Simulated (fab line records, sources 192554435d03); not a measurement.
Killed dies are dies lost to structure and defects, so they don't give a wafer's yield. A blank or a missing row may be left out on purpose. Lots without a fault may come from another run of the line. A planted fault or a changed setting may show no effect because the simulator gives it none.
Which tool did it? | flow n5_finfet | 10 lots, 30 wafers sampled, at 5 steps of a route of 1938

WHAT THE GAUGES READ, wafer by wafer
N5_BEOL_M11_CD_MEAS_11: target cd 64.1 nm.
lot  | measured     | on        | cd_nm (nm)
L075 | day 12 04:05 | cd_sem-02 | 64.0 63.8 63.7
L081 | day 12 13:13 | cd_sem-01 | 64.3 63.6 63.8
L077 | day 12 13:30 | cd_sem-01 | 63.9 63.3 63.8
L078 | day 13 17:02 | cd_sem-03 | 64.3 64.4 64.0
L085 | day 14 03:25 | cd_sem-01 | 63.9 64.2 63.4
L089 | day 15 00:19 | cd_sem-03 | 64.2 64.0 64.4
L087 | day 15 03:53 | cd_sem-03 | 63.9 64.7 64.6
L091 | day 15 19:57 | cd_sem-03 | 64.6 64.5 64.2
L094 | day 16 03:34 | cd_sem-01 | 63.0 64.3 64.1
L097 | day 17 03:29 | cd_sem-03 | 63.2 64.4 63.5

WHICH TOOL RAN EACH LOT (tool, then ch and the chambers of the sampled wafers, then the start)
lot  | N5_BEOL_M10_DESCUM_16              | N5_BEOL_M10_ETCH_66                | N5_BEOL_M10_VIA_ETCH_34            | N5_BEOL_M10_CURE_72
L075 | rie_diel-06 ch 0,1,2, day 11 19:23 | rie_diel-06 ch 1,2, day 11 20:30   | rie_diel-06 ch 1,2, day 11 20:38   | uv_cure-03 ch 0, day 11 21:20
L081 | rie_diel-06 ch 0,2, day 12 04:15   | rie_diel-03 ch 0,1,3, day 12 06:46 | rie_diel-03 ch 0,1,3, day 12 06:53 | uv_cure-02 ch 0, day 12 07:58
L077 | rie_diel-06 ch 1,2,3, day 12 04:32 | rie_diel-01 ch 0,2, day 12 06:44   | rie_diel-01 ch 0,2, day 12 06:52   | uv_cure-01 ch 2, day 12 07:30
L078 | rie_diel-06 ch 0,2,3, day 13 08:22 | rie_diel-06 ch 0,2, day 13 10:53   | rie_diel-06 ch 0,2, day 13 11:01   | uv_cure-03 ch 2, day 13 11:35
L085 | rie_diel-03 ch 1,3, day 13 17:02   | rie_diel-01 ch 0,1,2, day 13 22:07 | rie_diel-01 ch 0,1,2, day 13 22:14 | uv_cure-01 ch 1, day 13 22:46
L089 | rie_diel-03 ch 0,1, day 14 16:42   | rie_diel-06 ch 0,2, day 14 18:45   | rie_diel-06 ch 0,2, day 14 18:52   | uv_cure-03 ch 0, day 14 19:21
L087 | rie_diel-01 ch 0,1,2, day 14 19:19 | rie_diel-03 ch 1,2,3, day 14 20:29 | rie_diel-03 ch 1,2,3, day 14 20:37 | uv_cure-03 ch 1, day 14 21:11
L091 | rie_diel-01 ch 0,2, day 15 08:30   | rie_diel-06 ch 2,3, day 15 11:34   | rie_diel-06 ch 2,3, day 15 11:41   | uv_cure-02 ch 1, day 15 12:10
L094 | rie_diel-06 ch 0,1,3, day 15 20:13 | rie_diel-06 ch 0,1,3, day 15 22:49 | rie_diel-06 ch 0,1,3, day 15 22:56 | uv_cure-01 ch 2, day 15 23:25
L097 | rie_diel-03 ch 0,1,3, day 16 18:58 | rie_diel-01 ch 1,2, day 16 21:46   | rie_diel-01 ch 1,2, day 16 21:53   | uv_cure-02 ch 2, day 16 22:25
- N5_BEOL_M10_DESCUM_16: chemistry O2, time 7.9 s.
- N5_BEOL_M10_ETCH_66: etches SOC in N2/H2, target depth 120 nm, overetch 24 nm, time 180 s.
- N5_BEOL_M10_VIA_ETCH_34: etches SiCOH lowk in C4F6/O2, target depth 184.5 nm, time 69.2 s.
- N5_BEOL_M10_CURE_72: cures SiCOH lowk, time 120 s.

THE ANSWER, worked out from the rows above alone
Rule: what is usual is taken from the lots themselves. Put in order of their means at a reading, lots are off if they are a third of the lots or fewer, leave a main group of 4 or more, and stand apart from it by a gap of 3 or more times the standard deviation of the main group's means; of several such gaps the widest counts. A main group whose means are all the same, to the digits that the tables above print for the reading, isn't used. A lot without any number at a reading at which 4 lots or more have one is off too. The other lots that the step has rows for count as sound.
No lot is off at any reading shown: from this, nothing can be told.

WHAT THE SIMULATOR HAD PUT IN
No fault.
